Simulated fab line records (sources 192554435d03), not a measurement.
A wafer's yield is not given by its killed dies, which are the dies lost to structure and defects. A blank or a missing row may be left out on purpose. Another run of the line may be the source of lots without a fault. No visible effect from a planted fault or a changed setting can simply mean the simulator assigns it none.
Which tool is to blame?	flow n5 finfet	Sampling: 24 lots, 72 wafers, 5 of 1938 route steps

WHAT THE GAUGES READ, wafer by wafer
N5_BEOL_M7_CD_MEAS_18: pitch 80 nm, target cd 40 nm.
lot	measured	on	cd nm (nm)
L074	day 8 22:47	cd sem-01	39.1 39.9 39.5
L075	day 9 00:56	cd sem-01	39.8 41.5 40.3
L076	day 9 11:47	cd sem-02	39.9 39.8 39.3
L077	day 9 17:16	cd sem-02	39.6 39.4 39.6
L079	day 10 01:59	cd sem-03	40.3 41.3 39.8
L078	day 10 02:31	cd sem-03	40.7 39.9 39.9
L080	day 10 07:52	cd sem-02	41.1 40.4 39.9
L082	day 10 09:09	cd sem-01	40.1 40.3 40.2
L081	day 10 10:56	cd sem-03	40.3 40.6 39.7
L083	day 10 13:35	cd sem-03	39.2 39.0 39.0
L084	day 11 09:37	cd sem-03	40.0 39.9 39.4
L085	day 12 00:38	cd sem-02	39.3 39.9 39.1
L086	day 12 01:12	cd sem-02	39.6 38.8 39.9
L087	day 12 04:01	cd sem-03	40.1 39.8 39.8
L088	day 12 04:35	cd sem-02	39.6 40.2 40.2
L089	day 12 07:37	cd sem-02	39.4 39.5 39.9
L090	day 12 23:27	cd sem-02	40.7 40.4 40.7
L091	day 12 23:56	cd sem-03	40.8 39.8 40.2
L092	day 13 02:28	cd sem-03	39.2 39.9 39.7
L093	day 13 15:27	cd sem-03	39.7 39.2 39.8
L094	day 14 00:51	cd sem-02	40.2 40.3 40.3
L095	day 14 03:39	cd sem-03	40.0 40.9 39.4
L096	day 14 03:55	cd sem-01	39.0 39.7 39.8
L097	day 14 10:50	cd sem-02	40.2 39.8 39.5

N5_BEOL_M8_CD_MEAS_18: pitch 80 nm, target cd 40 nm.
lot	measured	on	cd nm (nm)
L074	day 9 08:08	cd sem-02	38.4 39.3 39.8
L075	day 9 08:37	cd sem-03	38.8 40.8 40.1
L076	day 9 19:52	cd sem-01	40.6 40.0 39.7
L077	day 9 23:40	cd sem-03	39.6 38.8 38.9
L079	day 10 07:56	cd sem-01	39.8 39.5 40.3
L078	day 10 10:00	cd sem-01	39.2 39.9 39.1
L080	day 10 16:02	cd sem-02	40.8 40.5 39.4
L082	day 10 16:43	cd sem-02	39.9 40.1 39.9
L081	day 10 18:59	cd sem-02	40.9 41.5 42.1
L083	day 10 22:11	cd sem-01	41.0 39.7 40.3
L084	day 11 16:28	cd sem-01	40.1 40.5 40.3
L085	day 12 07:07	cd sem-01	40.9 40.1 39.9
L086	day 12 07:17	cd sem-02	39.4 39.8 40.1
L087	day 12 12:02	cd sem-02	40.0 40.3 39.9
L088	day 12 12:19	cd sem-01	40.9 40.9 40.2
L089	day 12 18:19	cd sem-03	40.6 40.4 39.4
L090	day 13 07:27	cd sem-03	40.7 39.3 39.8
L091	day 13 07:19	cd sem-02	40.0 40.9 39.8
L092	day 13 10:35	cd sem-03	39.4 40.5 40.6
L093	day 14 01:19	cd sem-01	40.5 40.5 40.9
L094	day 14 10:28	cd sem-01	40.7 39.7 40.6
L095	day 14 15:54	cd sem-01	40.8 39.9 39.9
L096	day 14 16:05	cd sem-01	40.0 40.3 39.7
L097	day 14 18:44	cd sem-03	40.6 40.7 40.5

N5_BEOL_M8_OCD_MEAS_38.
lot	measured	on	trench depth nm (nm)
L074	day 9 10:49	ocd-02	94.1 91.4 92.4
L075	day 9 12:03	ocd-01	95.6 91.5 89.4
L076	day 9 21:34	ocd-02	92.3 92.7 89.3
L077	day 10 00:45	ocd-02	93.9 94.8 93.1
L079	day 10 08:53	ocd-02	94.1 95.3 93.1
L078	day 10 12:34	ocd-02	92.3 93.6 94.1
L080	day 10 17:03	ocd-01	93.1 92.7 92.7
L082	day 10 17:43	ocd-02	92.2 93.0 94.8
L081	day 10 20:31	ocd-02	93.1 89.8 93.0
L083	day 10 23:05	ocd-02	95.6 94.4 94.0
L084	day 11 18:17	ocd-02	94.2 91.8 93.5
L085	day 12 10:56	ocd-01	95.3 93.7 93.3
L086	day 12 11:10	ocd-02	94.9 92.2 93.0
L087	day 12 12:53	ocd-01	93.3 93.5 95.0
L088	day 12 13:13	ocd-02	95.7 89.1 92.8
L089	day 12 19:31	ocd-02	92.7 91.6 90.8
L090	day 13 09:37	ocd-02	92.7 93.7 92.8
L091	day 13 08:49	ocd-01	95.8 92.9 92.1
L092	day 13 11:39	ocd-01	93.0 89.6 93.1
L093	day 14 02:10	ocd-01	93.3 95.2 95.8
L094	day 14 11:19	ocd-02	94.8 92.2 93.4
L095	day 14 17:43	ocd-01	95.7 96.3 94.4
L096	day 14 17:22	ocd-01	89.9 93.0 94.6
L097	day 14 19:54	ocd-02	92.4 91.4 91.8

WHAT TOOL EACH LOT RAN ON (gives the tool, then ch and the chambers of the sampled wafers, and finally the start)
lot	N5_BEOL_M8_PECVD_70	N5_BEOL_M8_ETCH_66
L074	pecvd-03 ch 0,1, day 9 05:22	rie diel-04 ch 1,2, day 9 10:28
L075	pecvd-02 ch 0,1, day 9 06:04	rie diel-05 ch 0,1,3, day 9 11:42
L076	pecvd-02 ch 0,1, day 9 17:44	rie diel-05 ch 0,1,3, day 9 21:13
L077	pecvd-02 ch 0, day 9 22:04	rie diel-06 ch 1,2, day 10 00:23
L079	pecvd-04 ch 0,1, day 10 05:47	rie diel-04 ch 1,2,3, day 10 08:32
L078	pecvd-04 ch 0,1,2, day 10 08:22	rie diel-04 ch 1,2,3, day 10 12:12
L080	pecvd-03 ch 1,2, day 10 14:31	rie diel-04 ch 1,3, day 10 16:42
L082	pecvd-03 ch 0,1, day 10 15:24	rie diel-05 ch 0,1, day 10 17:22
L081	pecvd-02 ch 0,2, day 10 17:28	rie diel-04 ch 0,1,3, day 10 20:10
L083	pecvd-04 ch 0,1, day 10 19:21	rie diel-06 ch 1,2,3, day 10 22:44
L084	pecvd-03 ch 0,2, day 11 14:27	rie diel-05 ch 1,2,3, day 11 17:56
L085	pecvd-04 ch 0,1, day 12 05:43	rie diel-06 ch 0,1, day 12 10:35
L086	pecvd-03 ch 0,1, day 12 06:19	rie diel-05 ch 0,1,3, day 12 10:49
L087	pecvd-03 ch 0,1, day 12 07:53	rie diel-06 ch 1,2,3, day 12 12:32
L088	pecvd-04 ch 1,2, day 12 08:25	rie diel-04 ch 0,1,2, day 12 12:52
L089	pecvd-03 ch 0,1, day 12 14:47	rie diel-06 ch 0,1, day 12 19:10
L090	pecvd-04 ch 0,1, day 13 05:46	rie diel-06 ch 0,1,2, day 13 09:16
L091	pecvd-02 ch 0,1, day 13 05:40	rie diel-06 ch 1,3, day 13 08:28
L092	pecvd-02 ch 0,1,2, day 13 07:03	rie diel-05 ch 1,2, day 13 11:19
L093	pecvd-03 ch 0,1, day 13 22:31	rie diel-06 ch 1,3, day 14 01:49
L094	pecvd-03 ch 1,2, day 14 08:49	rie diel-06 ch 0,2,3, day 14 10:58
L095	pecvd-04 ch 0,1,2, day 14 12:53	rie diel-06 ch 1,2,3, day 14 17:22
L096	pecvd-03 ch 0,2, day 14 13:43	rie diel-05 ch 0,1,2, day 14 17:01
L097	pecvd-04 ch 0,1, day 14 16:28	rie diel-04 ch 0,1, day 14 19:33
- N5_BEOL_M8_PECVD_70: deposits SiO2 from TEOS/O2, target thk 20 nm, time 22.7 s.
- N5_BEOL_M8_ETCH_66: etches SOC in N2/H2, target depth 80 nm, overetch 16 nm, time 120 s.

AS READ BY THE TOOLS THEMSELVES (means over the sampled wafers that have a number; for cases with no such wafer, the mark the record gives instead)
N5_BEOL_M8_PECVD_70.
lot	tool	chamber pressure Torr (Torr)	heater power w (W)	showerhead plenum p Torr (Torr)	showerhead vpp V (V)	throttle valve pct (%)
L074	pecvd-03	5.506	675	8.76	1332	22.3
L075	pecvd-02	5.518	769	8.78	1220	22.4
L076	pecvd-02	5.488	694	8.80	1291	21.7
L077	pecvd-02	5.490	790	8.81	1353	21.1
L079	pecvd-04	5.499	655	8.75	1305	22.3
L078	pecvd-04	5.497	754	8.79	1369	21.9
L080	pecvd-03	5.495	673	8.75	1291	22.1
L082	pecvd-03	5.509	775	8.79	1327	22.7
L081	pecvd-02	5.486	764	8.77	1389	21.1
L083	pecvd-04	5.492	685	8.77	1308	22.3
L084	pecvd-03	5.499	645	8.69	1289	21.2
L085	pecvd-04	5.496	683	8.82	1335	22.2
L086	pecvd-03	5.498	685	8.76	1327	22.3
L087	pecvd-03	5.505	723	8.75	1346	22.3
L088	pecvd-04	5.495	777	8.83	1400	21.6
L089	pecvd-03	5.504	764	8.76	1330	22.1
L090	pecvd-04	5.498	626	8.77	1307	22.3
L091	pecvd-02	5.488	740	8.77	1230	22.4
L092	pecvd-02	5.496	768	8.78	1301	21.9
L093	pecvd-03	5.491	801	8.78	1322	22.5
L094	pecvd-03	5.484	751	8.75	1296	22.1
L095	pecvd-04	5.478	723	8.79	1373	22.1
L096	pecvd-03	5.496	628	8.69	1299	21.4
L097	pecvd-04	5.506	651	8.77	1303	22.5

N5_BEOL_M8_ETCH_66.
lot	tool	chamber pressure mTorr (mTorr)	drypump motor current A (A)	oes product au (a.u.)	rf vpp V (V)	showerhead plenum p Torr (Torr)	throttle valve pct (%)
L074	rie diel-04	30.01	6.0	0.59	521	2.45	17.84
L075	rie diel-05	30.03	5.8	0.59	523	2.50	17.87
L076	rie diel-05	30.00	5.8	0.58	524	2.50	17.85
L077	rie diel-06	30.03	5.4	0.55	523	2.53	18.16
L079	rie diel-04	29.98	5.8	0.59	522	2.48	17.89
L078	rie diel-04	30.01	5.7	0.59	521	2.48	17.89
L080	rie diel-04	29.97	5.6	0.57	521	2.47	17.85
L082	rie diel-05	29.98	5.4	0.62	524	2.53	17.81
L081	rie diel-04	30.00	5.6	0.55	523	2.53	17.93
L083	rie diel-06	30.04	5.3	0.60	526	2.58	18.09
L084	rie diel-05	30.02	5.6	0.67	525	2.62	17.65
L085	rie diel-06	30.01	5.1	0.55	521	2.44	17.90
L086	rie diel-05	29.97	5.8	0.64	526	2.60	17.76
L087	rie diel-06	30.02	5.3	0.59	524	2.58	18.12
L088	rie diel-04	30.00	6.0	0.56	522	2.50	17.97
L089	rie diel-06	30.00	5.1	0.55	522	2.44	17.91
L090	rie diel-06	30.00	5.2	0.54	522	2.48	18.06
L091	rie diel-06	29.99	5.3	0.59	525	2.57	18.18
L092	rie diel-05	29.96	5.2	0.63	524	2.54	17.74
L093	rie diel-06	30.00	5.1	0.62	527	2.64	18.05
L094	rie diel-06	30.00	5.0	0.58	523	2.54	17.94
L095	rie diel-06	30.01	5.3	0.58	525	2.57	18.15
L096	rie diel-05	30.01	5.5	0.60	525	2.59	17.87
L097	rie diel-04	30.02	5.8	0.61	522	2.48	17.81

THE ANSWER, worked out from the rows above alone
Rule: what is usual is taken from the lots themselves. Put in order of their means at a reading, lots are off if they are a third of the lots or fewer, leave a main group of 4 or more, and stand apart from it by a gap of 3 or more times the standard deviation of the main group's means; of several such gaps the widest counts. The tables above print the reading to a certain number of digits; a main group whose means all agree to those digits is not used. Also off: a lot with no number at a reading for which 4 or more lots have one. Any other lot the step has rows for is counted as sound. Order of review: gauges by route order, followed by the tools' own readings, for which a lot's mean as printed above is used. At the first step where some lot is off, the reading lying furthest off is the one used; lots without a number count as furthest.
Across all readings shown, no lot is off: no conclusion can be drawn from this.

WHAT HAD BEEN PUT IN BY THE SIMULATOR
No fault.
